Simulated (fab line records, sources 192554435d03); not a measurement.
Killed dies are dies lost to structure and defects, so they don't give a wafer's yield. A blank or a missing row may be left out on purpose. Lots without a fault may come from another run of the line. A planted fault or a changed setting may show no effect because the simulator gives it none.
Problem report in the 8D (eight disciplines) form, filled by code | flow n5_finfet | the parts of the form that need people (team, actions taken, sign-off) are left out

1. THE PROBLEM
run_length_s at N5_BEOL_M2_CO_CAP_55 reads a mean of 89.5 s on 4 wafers of 3 lots; wafers without a fault read 125.4 s with a standard deviation of 0.6. That is -60 standard deviations from the usual mean.
The step: material Co, precursor CCTBA/H2, target thk 2 nm, time 102.1 s.
First seen on wafer L696.5, day 10 06:08, on cvd_co-01. The record holds 19 wafers of 7 lots with a number at this step. Rule for "out", or "out of limits": more than 4 standard deviations from the usual mean. The other wafers with a number count as sound.

2. WHAT IT IS AND WHAT IT IS NOT
question                    | is                             | is not
which readings at this step | run_length_s                   | heater_power_w
which lots                  | L696, L697, L700               | L684, L691, L692, L704
which wafers of those lots  | L696.5, L697.4, L700.4, L700.5 | L696.2, L696.6, L697.3
read on which tools         | cvd_co-01                      | cvd_co-02
when                        | from day 10 06:08              | up to then (11 sound wafers); but 4 sound wafers of L697, L704 came after

3. SUSPECTS, AND WHAT RULES EACH OUT
Counting: a tool at a process step up to the reading stays a suspect if it ran every lot that is out. Sound lots after the first of them don't rule it out here, since some wafers of a struck lot are sound.
- pvd_sputter-03 at N5_BEOL_M2_ANNEAL_93 (time 240 s): kept. It ran every lot that is out, first L696 (day 10 04:43); its last sound lot up to then is L691 (day 9 10:07).
- pvd_sputter-03 at N5_BEOL_M2_SPUTTER_94 (material Cu, target thk 4.5 nm, time 8.29 s): kept. It ran every lot that is out, first L696 (day 10 04:51); its last sound lot up to then is L691 (day 9 10:15).
- pvd_sputter-03 at N5_BEOL_M2_ANNEAL_95 (time 240 s): kept. It ran every lot that is out, first L696 (day 10 04:56); its last sound lot up to then is L691 (day 9 10:20).
- pvd_sputter-03 at N5_BEOL_M2_SPUTTER_96 (material Cu, target thk 4.5 nm, time 8.29 s): kept. It ran every lot that is out, first L696 (day 10 05:04); its last sound lot up to then is L691 (day 9 10:28).
- cvd_co-01 at N5_BEOL_M2_PRE_CLEAN_60 (time 15 s): kept. It ran every lot that is out, first L696 (day 10 06:05); its last sound lot up to then is L692 (day 9 11:45).
- cvd_co-01 at N5_BEOL_M2_CO_CAP_55 (material Co, precursor CCTBA/H2, target thk 2 nm, time 102.1 s): kept. It ran every lot that is out, first L696 (day 10 06:08); its last sound lot up to then is L692 (day 9 11:47). Its own readings are out on those wafers: run_length_s.
Left after counting: pvd_sputter-03 at N5_BEOL_M2_ANNEAL_93, pvd_sputter-03 at N5_BEOL_M2_SPUTTER_94, pvd_sputter-03 at N5_BEOL_M2_ANNEAL_95, pvd_sputter-03 at N5_BEOL_M2_SPUTTER_96, cvd_co-01 at N5_BEOL_M2_PRE_CLEAN_60, cvd_co-01 at N5_BEOL_M2_CO_CAP_55.

4. THE CAUSE (what the simulator had put in)
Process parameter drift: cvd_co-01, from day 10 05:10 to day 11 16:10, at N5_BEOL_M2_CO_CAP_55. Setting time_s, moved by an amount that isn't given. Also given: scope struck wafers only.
Counting left 6 suspects, and this tool is among them.

5. THE CHAIN OF EFFECTS, in route order
Each row: a reading whose mean over the struck wafers that have a number lies more than 3 standard deviations from the usual. Only readings for which the record gives a usual standard deviation are gone through. hours: the time from each lot's start at the first step in this table that gives one to its start at this step, as a median over the lots. sigmas: the change in usual standard deviations.
hours | step                 | reading      | usual   | on struck wafers | change | sigmas
0     | N5_BEOL_M2_CO_CAP_55 | run_length_s | 125.4 s | 89.5             | -36.0  | -60
The process steps in it:
- N5_BEOL_M2_CO_CAP_55: material Co, precursor CCTBA/H2, target thk 2 nm, time 102.1 s.
Later measuring or inspecting steps at which every struck wafer that the step has a row for has a number for every such reading, and none has moved that far: N5_BEOL_M4_RC_MEAS_101.

6. WHAT WOULD HAVE CAUGHT IT SOONER
In this record the first reading out of limits was taken at day 10 06:08, 1 hour after the fault began at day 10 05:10.
